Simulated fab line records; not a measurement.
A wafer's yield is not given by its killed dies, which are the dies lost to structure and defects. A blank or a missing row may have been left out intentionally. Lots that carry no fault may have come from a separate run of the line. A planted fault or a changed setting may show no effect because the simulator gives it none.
Code-filled problem report in 8D (eight disciplines) form	flow n5Finfet	the parts of the form that need people (team, actions taken, sign-off) are left out

## 1. WHAT IS WRONG
Wafers without a fault read 0.01 %, standard deviation 0.063; sort_bin_8_speed at N5_PASSIVATION_PROBE_49 reads a mean of 93.35 % on 2 wafers belonging to 2 lots. That is +99 or more standard deviations from the usual mean.
First seen on wafer L591.3, day 17 13:33, on prober-02. The record holds 11 wafers of 4 lots with a number at this step. Rule for "out", or "out of limits": more than 4 standard deviations from the usual mean. The other wafers with a number count as sound.

## 2. WHAT THIS IS AND IS NOT
question	is	is not
which readings at this step	sort_bin_8_speed, sortNPass, sortYieldPct	defectLimitedYield, killed_at_M0_to_M3, killedAtContacts, killedAtFrontEnd, killedAtOther, killedDies, killedOnRim, killedOpen, killedShort, sort_bin_5_function, sort_bin_6_memory
which lots	L591, L592	L572, L583
which wafers of those lots	L591.3, L592.3	L591.1, L591.2, L592.1, L592.2
read on which tools	prober-01, prober-02	-
when	from day 17 13:33	up to then (7 sound wafers); but 2 sound wafers of L592 came after

## 3. WHAT RULES OUT EACH SUSPECT
Counting: if a tool at a process step up to the reading ran every lot that is out, it stays a suspect. Sound lots after the first of them don't rule it out here, since some wafers of a struck lot are sound.
- aldSin-04 at N5_DUMMY_GATE_ALD_02 (deposits SiO2, target thk 2 nm, pulse time 1 s): kept. It ran every lot that is out, first L591 (day 7 19:13); its last sound lot up to then is L572 (day 3 02:48).
- Within aldSin-04 at N5_DUMMY_GATE_ALD_02: the wafers that are out ran in chamber 0; their sound lot-mates ran in chambers 2, 3.
Remaining after the count: aldSin-04 at N5_DUMMY_GATE_ALD_02.

## 4. THE CAUSE (what the simulator had put in)
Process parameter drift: aldSin-04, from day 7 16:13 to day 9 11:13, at N5_DUMMY_GATE_ALD_02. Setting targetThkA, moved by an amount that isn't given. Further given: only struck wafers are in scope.
After counting, this tool was the only one left.

## 5. SEQUENCE OF EFFECTS, ordered by route
Each row: a reading whose mean over the struck wafers that have a number lies more than 3 standard deviations from the usual. Readings are gone through only where the record gives a usual standard deviation; hours: the median, over the lots, of the time from a lot's start at the first step in this table giving one to that lot's start at this step; sigmas: the change measured in usual standard deviations.
hours	step	reading	usual	on struck wafers	change	sigmas
0	N5_PASSIVATION_PROBE_49	sort_bin_8_speed	0.01 %	93.35	+93.34	+99 or more
0	N5_PASSIVATION_PROBE_49	sortNPass	1077	0	-1077	-60
0	N5_PASSIVATION_PROBE_49	sortYieldPct	91.3 %	0.0	-91.3	-61
Here are the process steps it includes:
- N5_PASSIVATION_PROBE_49
Readings that are blank on the struck wafers while sound wafers have them: CJ_N at N5_BEOL_M4_RC_MEAS_101; CJ_P at N5_BEOL_M4_RC_MEAS_101; DIBL_N at N5_BEOL_M4_RC_MEAS_101; DIBL_P at N5_BEOL_M4_RC_MEAS_101; EOT_N at N5_BEOL_M4_RC_MEAS_101; EOT_P at N5_BEOL_M4_RC_MEAS_101; IGATE_N at N5_BEOL_M4_RC_MEAS_101; IGATE_P at N5_BEOL_M4_RC_MEAS_101; and 26 more.

## 6. HOW IT WOULD HAVE BEEN CAUGHT EARLIER
The fault began at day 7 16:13; the first out-of-limits reading in this record came at day 17 13:33, 237 hours later.
Between N5_DUMMY_GATE_ALD_02 and N5_PASSIVATION_PROBE_49, N5_BEOL_M4_RC_MEAS_101 gave no CJ_N and N5_BEOL_M4_RC_MEAS_101 gave no CJ_P and N5_BEOL_M4_RC_MEAS_101 gave no DIBL_N on the struck wafers, where sound wafers have one: a measuring or inspecting step that comes back empty is itself a sign.
Of the tool readings at N5_DUMMY_GATE_ALD_02 for which the record gives a usual standard deviation, none was out on any struck wafer, so an alarm limit of 4 standard deviations on them would not have fired.
By day 17 13:33 the whole set of lots that are out, 2 in number, had already begun N5_DUMMY_GATE_ALD_02 on aldSin-04. A hold on the tool at that time would have spared none of them.
